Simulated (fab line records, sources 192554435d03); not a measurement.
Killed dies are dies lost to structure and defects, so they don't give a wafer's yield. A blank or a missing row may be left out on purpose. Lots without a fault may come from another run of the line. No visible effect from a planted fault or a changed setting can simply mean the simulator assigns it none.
Lot-split experiment -- flow n5-finfet -- 39 wafers read across 7 lots, on a route 1938 steps long

== ON THE SPLIT ==
At N5_BEOL_M8_ILD_DEP_00 (deposits SiCOH lowk from DEMS/porogen, target thk 179.75 nm, time 33.4 s), the setting time-s was moved away from the recipe's 33.4 s on 18 of the 39 wafers read, by -30.8% to +51.4%. For the rest of the wafers, this setting stayed at what the recipe calls for.

== FROM THE SPLIT TO THE READING: what the file shows between them, 1 step ==
- N5_BEOL_M8_CURE_74: cures SiCOH lowk, time 240 s

== THE READING ==
At N5_BEOL_M8_THK_MEAS_01: M8_ILD_THK, given in nm. On this fab line, fault-free wafers typically give 154.5 nm with a standard deviation of 2 nm.

wafer,"tool, chamber at the split","time-s as run, s",against the recipe,"M8_ILD_THK, nm",against lot-mates on the recipe
L074.1,"pecvd-04, 1",50.56,+51.4%,231.2,+76.4
L074.2,"pecvd-04, 2",33.4,recipe,151.8,-
L074.3,"pecvd-04, 0",50.56,+51.4%,233.0,+78.2
L074.4,"pecvd-04, 2",50.56,+51.4%,231.9,+77.1
L074.5,"pecvd-04, 1",33.4,recipe,156.1,-
L074.6,"pecvd-04, 0",33.4,recipe,156.4,-
L075.1,"pecvd-04, 2",33.4,recipe,153.1,-
L075.2,"pecvd-04, 0",43.16,+29.2%,197.8,+43.4
L075.3,"pecvd-04, 1",33.4,recipe,155.4,-
L075.4,"pecvd-04, 0",43.16,+29.2%,200.0,+45.6
L075.5,"pecvd-04, 2",33.4,recipe,154.6,-
L075.6,"pecvd-04, 1",43.16,+29.2%,200.4,+46.0
L083.1,"pecvd-03, 2",26.17,-21.6%,121.3,-34.6
L083.2,"pecvd-03, 1",33.4,recipe,153.4,-
L083.3,"pecvd-03, 0",26.17,-21.6%,122.7,-33.2
L083.4,"pecvd-03, 0",33.4,recipe,156.9,-
L083.5,"pecvd-03, 2",33.4,recipe,157.4,-
L083.6,"pecvd-03, 1",26.17,-21.6%,125.0,-30.9
L089.1,"pecvd-03, 0",33.4,recipe,151.9,-
L089.2,"pecvd-03, 1",33.4,recipe,152.8,-
L089.3,"pecvd-03, 2",33.4,recipe,150.4,-
L089.4,"pecvd-03, 0",23.12,-30.8%,106.2,-45.5
L089.5,"pecvd-03, 2",23.12,-30.8%,106.7,-45.0
L089.6,"pecvd-03, 1",23.12,-30.8%,108.4,-43.3
L086.1,"pecvd-04, 1",26.81,-19.7%,123.5,-31.8
L086.2,"pecvd-04, 0",33.4,recipe,155.4,-
L086.3,"pecvd-04, 2",33.4,recipe,152.5,-
L086.4,"pecvd-04, 0",33.4,recipe,157.9,-
L086.5,"pecvd-04, 2",26.81,-19.7%,124.5,-30.8
L086.6,"pecvd-04, 1",26.81,-19.7%,125.2,-30.1
L092.2,"pecvd-02, 2",33.4,recipe,156.5,-
L092.4,"pecvd-02, 1",33.4,recipe,157.3,-
L092.5,"pecvd-02, 0",33.4,recipe,155.0,-
L094.1,"pecvd-03, 0",33.4,recipe,152.8,-
L094.2,"pecvd-03, 1",33.4,recipe,156.3,-
L094.3,"pecvd-03, 2",41.48,+24.2%,190.1,+35.7
L094.4,"pecvd-03, 0",41.48,+24.2%,193.2,+38.8
L094.5,"pecvd-03, 1",33.4,recipe,154.2,-
L094.6,"pecvd-03, 2",41.48,+24.2%,193.7,+39.3

THE FIT
A straight line over all 39 wafers: M8_ILD_THK changes by +1.52 nm for each +1% of time-s; r = +1.00; the points scatter about the line by 1.9 nm.
The same after taking each lot's own level away (the mean of its wafers on the recipe; 39 wafers): +1.51 nm for each +1%; r = +1.00; scatter 1.6 nm.
On that fit, the largest move of time-s shifts the reading by 78 nm.
Measured against the standard deviation above, the lots' own levels, which go from 151.70 to 156.27 nm, span 2.3 times it.
Hence the lot-to-lot level has little effect on the slope; both slopes agree.
Check: for one of the wafers moved furthest among these (+51.4%), held out of the fit, the line's prediction against its lot-mates is +78.1 nm. Against them it came out at +76.4 nm.

== THE OTHER SPLITS THESE WAFERS WENT THROUGH ==
Other splits were also applied to these wafers ahead of the reading. Each is held against what the fit with the lots' levels taken away leaves over:
other split on the same wafers,wafers away from the commonest value,r with M8_ILD_THK (lot level and that fit taken away)
N5_BEOL_M6_TRENCH_ETCH_37 target-depth-a,15,+0.12

== THE WHOLE CHAIN: every reading that the file lists as answering this split, in the file's order ==
step,what it does,reading,change (the file's fit),r (the file's)
N5_BEOL_M8_ILD_DEP_00,"deposits SiCOH lowk from DEMS/porogen, target thk 179.75 nm, time 33.4 s","SiCOH_lowk_of_BEOL_M8_ILD_DEP_00.thk-nm (the simulator's own value, which no gauge read)",+1.73 nm for each +1% of the setting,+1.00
N5_BEOL_M8_CURE_74,"cures SiCOH lowk, time 240 s","SiCOH_lowk_of_BEOL_M8_ILD_DEP_00.thk-nm (the simulator's own value, which no gauge read)",+1.51 nm for each +1% of the setting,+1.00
N5_BEOL_M8_THK_MEAS_01,,M8_ILD_THK,+1.51 for each +1% of the setting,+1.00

== FILE'S OWN FIT ==
M8_ILD_THK changes by +1.51 nm for each +1% of time-s, r = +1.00.
